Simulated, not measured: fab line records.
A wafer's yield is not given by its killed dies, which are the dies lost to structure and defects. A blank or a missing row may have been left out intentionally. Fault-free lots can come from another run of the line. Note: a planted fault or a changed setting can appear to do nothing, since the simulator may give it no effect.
Chamber matching / flow nand-harc / NHARC_A_STAIRCASE_DEP_325 on pecvd-04 has 3 sister chambers
The step deposits SiO2, target thk 7200 nm. 3 wafers are shown with their chamber, then 7 later ones without.

## WAFERS WITH THEIR CHAMBER
wafer=L088.5; chamber=0; heater-power-outer-w (W)=328
wafer=L091.1; chamber=2; heater-power-outer-w (W)=494
wafer=L091.4; chamber=1; heater-power-outer-w (W)=378

## WAFERS WITHOUT THEIR CHAMBER
wafer=L091.5; heater-power-outer-w (W)=365
wafer=L094.3; heater-power-outer-w (W)=374
wafer=L094.5; heater-power-outer-w (W)=366
wafer=L094.6; heater-power-outer-w (W)=412
wafer=L096.1; heater-power-outer-w (W)=386
wafer=L096.2; heater-power-outer-w (W)=474
wafer=L096.5; heater-power-outer-w (W)=296

## EACH ONE'S CHAMBER
wafer=L091.5; from the rows above=can't be placed: 1 or 0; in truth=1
wafer=L094.3; from the rows above=1; in truth=1
wafer=L094.5; from the rows above=can't be placed: 1 or 0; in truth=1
wafer=L094.6; from the rows above=1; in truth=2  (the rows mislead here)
wafer=L096.1; from the rows above=1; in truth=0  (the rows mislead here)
wafer=L096.2; from the rows above=2; in truth=2
wafer=L096.5; from the rows above=0; in truth=0
Correct placement for 3 of the 7. Can't be placed from these rows: 2 (the true chamber is among the candidates in 2). Placed wrongly: 2.
How it was worked out, from the rows above alone: a wafer's distance from a chamber is the root of the sum, over the readings, of the square of ((its reading less the chamber's mean) divided by the reading's scatter). The wafer belongs to the nearest chamber; if the next one is less than 2 further off, it can't be placed. Each chamber's mean is taken over the wafers shown for it. The scatter: root of mean squared gap, hidden wafer to nearest shown wafer, with one shown wafer a chamber.
